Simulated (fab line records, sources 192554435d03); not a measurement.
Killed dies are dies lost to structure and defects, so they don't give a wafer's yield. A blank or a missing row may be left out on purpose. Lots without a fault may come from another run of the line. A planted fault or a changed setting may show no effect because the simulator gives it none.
A struck lot beside a sound one | flow n5_finfet | 16 steps out of a route of 1938
Sound: wafers L264.1, L264.5, L264.6. Struck: wafer L250.2. (L250.5 of the same lot was not struck and is left out.) The cause comes at the end.
At each step with rows: each side's tool, then ch and its chambers, then its first start. Under that, the readings that differ: sound wafers | struck wafers | difference of the means | sigmas: that difference in standard deviations of wafers without a fault.
alike: readings whose means differ by less than 2 such deviations, and words and numbers that are the same on both sides. not compared: withheld readings, readings that some wafer has no value for, bounds like >300 that may hide the same value, and numbers for which the record gives no deviation and whose values overlap.
The two part at a step that has a row with sigmas, a row that says differs or no value, or rows on one side only. Numbers that don't overlap but have no deviation are shown without sigmas and don't part them. A reading that every wafer of one side lacks parts them only if that side has two wafers or more.

N5_DUMMY_GATE_ETCH_42: etches SiO2 in CHF3/O2, target depth 3.5 nm, time 31 s.
  sound on rie_diel-01 ch 0,2,3, day 7 23:34; struck on rie_diel-06 ch 1, day 4 11:08
  reading            | sound             | struck | difference | sigmas
  rf_fwd_power_W (W) | 595.9 592.9 589.7 | 597.5  | +4.7       | +2
  alike: drypump_motor_current_A, oes_product_au, rf_vpp_V, showerhead_plenum_p_Torr, throttle_valve_pct
  not compared: rf_hours_counter_h
N5_DUMMY_GATE_STRIP_48: strips in N2/H2, time 20 s.
  sound on rie_diel-01 ch 0,2,3, day 7 23:37; struck on rie_diel-06 ch 1, day 4 11:11
  reading                         | sound          | struck | difference | sigmas
  showerhead_plenum_p_Torr (Torr) | 3.30 3.40 3.35 | 3.52   | +0.17      | +2
  alike: drypump_motor_current_A, oes_product_au, rf_vpp_V, throttle_valve_pct
  not compared: rf_hours_counter_h
then, 5 steps without rows for these wafers: N5_DUMMY_GATE_PRECLEAN_33 (cleans in dHF, time 10 s); N5_DUMMY_GATE_PRECLEAN_25 (cleans in O3/DIW, time 45 s); N5_DUMMY_GATE_PRECLEAN_51 (cleans in SC2, time 45 s); N5_DUMMY_GATE_SRD_26 (time 30 s); N5_DUMMY_GATE_UV_OZONE_45 (time 120 s).
N5_DUMMY_GATE_INSPECT_27: inspects for defects (brightfield).
  sound on defect_inspect-01, day 7 23:48; struck on defect_inspect-02, day 4 11:22
  alike: raw_defect_count
N5_SPACER0_ALD_07: deposits SiNx, target thk 2 nm.
  sound on ald_sin-02 ch 1,2, day 7 23:50; struck on ald_sin-02 ch 1, day 4 11:25
  alike: heater_power_w
  not compared: since_wet_clean_h
N5_SPACER0_ALD_00: deposits SiOCN, target thk 3.5 nm, pulse time 3 s, purge time 2 s.
  sound on ald_sin-02 ch 1,2, day 7 23:59; struck on ald_sin-02 ch 1, day 4 11:34
  alike: heater_power_w, precursor_pulse_height_rel
  not compared: since_wet_clean_h
N5_SPACER0_ALD_08: deposits SiNx, target thk 2 nm.
  sound on ald_sin-02 ch 1,2, day 8 00:14; struck on ald_sin-02 ch 1, day 4 11:49
  alike: heater_power_w
  not compared: since_wet_clean_h
N5_SPACER0_INSPECT_04: inspects for defects (darkfield).
  sound on defect_inspect-02, day 8 00:24; struck on defect_inspect-01, day 4 11:58
  alike: raw_defect_count
N5_SD_EPI_N_COAT_32: time 60 s, resist thk 350 nm.
  sound on litho_track-01 ch 0, day 8 00:26; struck on litho_track-01 ch 0, day 4 12:01
  reading                  | sound             | struck | difference | sigmas
  heater_power_total_W (W) | 503.0 502.5 501.7 | 523.8  | +21.4      | +13
  run_length_s (s)         | 66.45 66.12 66.29 | 61.31  | -4.98      | -25
then, 1 step without rows for these wafers: N5_SD_EPI_N_COAT_33 (time 60 s, resist thk 35 nm).
-- the record jumps here: 6 days lie between the struck wafers' starts before and after (it left off in module SD_EPI_N and takes up again in module BEOL_M4, whose first step shown is number 1111 of the route) --
N5_BEOL_M4_RC_MEAS_101:
  sound on prober-02 ch 0, day 13 21:23; struck on prober-01 ch 0, day 10 20:56
  reading       | sound       | struck | difference | sigmas
  ION_N (uA/um) | 682 688 691 | 663    | -24        | -2
  ION_P (uA/um) | 476 472 471 | 445    | -28        | -4
  alike: DIBL_N, DIBL_P, IOFF_N, IOFF_P, SS_N, SS_P, VT_N, VT_P
N5_PASSIVATION_PROBE_49:
  the record has rows for the sound wafers here (prober-02, day 18 14:19) and none for the struck ones

WHERE THEY PART
First at N5_DUMMY_GATE_ETCH_42; last, within this record, at N5_PASSIVATION_PROBE_49.

WHY: what the simulator had put in
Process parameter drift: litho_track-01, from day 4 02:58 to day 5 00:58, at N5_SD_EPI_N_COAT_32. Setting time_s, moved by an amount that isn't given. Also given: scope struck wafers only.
